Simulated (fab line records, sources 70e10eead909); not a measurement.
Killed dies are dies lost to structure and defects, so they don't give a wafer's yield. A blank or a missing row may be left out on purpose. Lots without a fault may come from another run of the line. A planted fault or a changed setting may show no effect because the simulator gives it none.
Chamber matching | flow nand_harc | NHARC_P_M2_DESCUM_14 on rie_diel-13: 4 sister chambers
The step chemistry O2, time 3 s. 16 wafers are shown with their chamber, then 8 later ones without.

WAFERS WITH THEIR CHAMBER
wafer  | chamber | drypump_motor_current_A (A) | oes_product_au (a.u.) | rf_vpp_V (V)
L549.1 | 3       | 5.7                         | 1.001                 | 58.7
L549.3 | 2       | 5.5                         | 1.002                 | 57.7
L549.4 | 1       | 6.2                         | 1.008                 | 57.5
L548.2 | 1       | 6.2                         | 1.018                 | 57.6
L548.5 | 3       | 5.6                         | 1.002                 | 57.1
L548.6 | 0       | 5.7                         | 1.002                 | 58.3
L556.1 | 2       | 5.5                         | 1.006                 | 58.0
L556.5 | 1       | 6.2                         | 1.022                 | 59.6
L556.6 | 2       | 5.5                         | 1.008                 | 56.8
L560.2 | 2       | 5.5                         | 1.019                 | 58.0
L560.3 | 1       | 6.2                         | 1.013                 | 58.3
L560.6 | 3       | 5.6                         | 1.001                 | 58.5
L561.3 | 3       | 5.6                         | 1.012                 | 58.3
L561.4 | 3       | 5.6                         | 1.000                 | 59.2
L561.6 | 0       | 5.7                         | 1.013                 | 58.9
L563.2 | 0       | 5.7                         | 1.014                 | 58.4

SIGNATURES (means of the wafers above)
reading                 | chamber 0 | chamber 1 | chamber 2 | chamber 3 | scatter within a chamber
drypump_motor_current_A | 5.700     | 6.200     | 5.500     | 5.620     | 0.0258
oes_product_au          | 1.00967   | 1.01525   | 1.00875   | 1.00320   | 0.00617
rf_vpp_V                | 58.533    | 58.250    | 57.625    | 58.360    | 0.731
Rule: a wafer's distance from a chamber is the root of the sum, over the readings, of the square of ((its reading less the chamber's mean) divided by the reading's scatter). The wafer belongs to the nearest chamber; if the next one is less than 2 further off, it can't be placed. The scatter: the root of (the sum of the squares of (reading less its chamber's mean) over the shown wafers, divided by (wafers less chambers)).

WAFERS WITHOUT THEIR CHAMBER
wafer  | drypump_motor_current_A (A) | oes_product_au (a.u.) | rf_vpp_V (V)
L563.4 | 6.2                         | 1.009                 | 57.1
L563.5 | 5.7                         | 1.010                 | 56.9
L564.1 | 5.6                         | 1.004                 | 59.1
L564.2 | 6.2                         | 1.006                 | 59.4
L564.5 | 5.6                         | 1.003                 | 57.6
L565.2 | 5.5                         | 1.006                 | 56.5
L565.3 | 5.7                         | 1.003                 | 58.8
L565.5 | 6.2                         | 1.007                 | 56.7

WHICH CHAMBER EACH WENT THROUGH
wafer  | from the rows above     | in truth
L563.4 | 1                       | 1
L563.5 | can't be placed: 0 or 3 | 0
L564.1 | 3                       | 3
L564.2 | 1                       | 1
L564.5 | 3                       | 3
L565.2 | 2                       | 2
L565.3 | 0                       | 0
L565.5 | 1                       | 1
Placed correctly: 7 of 8. Can't be placed from these rows: 1 (the true chamber is among the candidates in 1). Placed wrongly: 0.
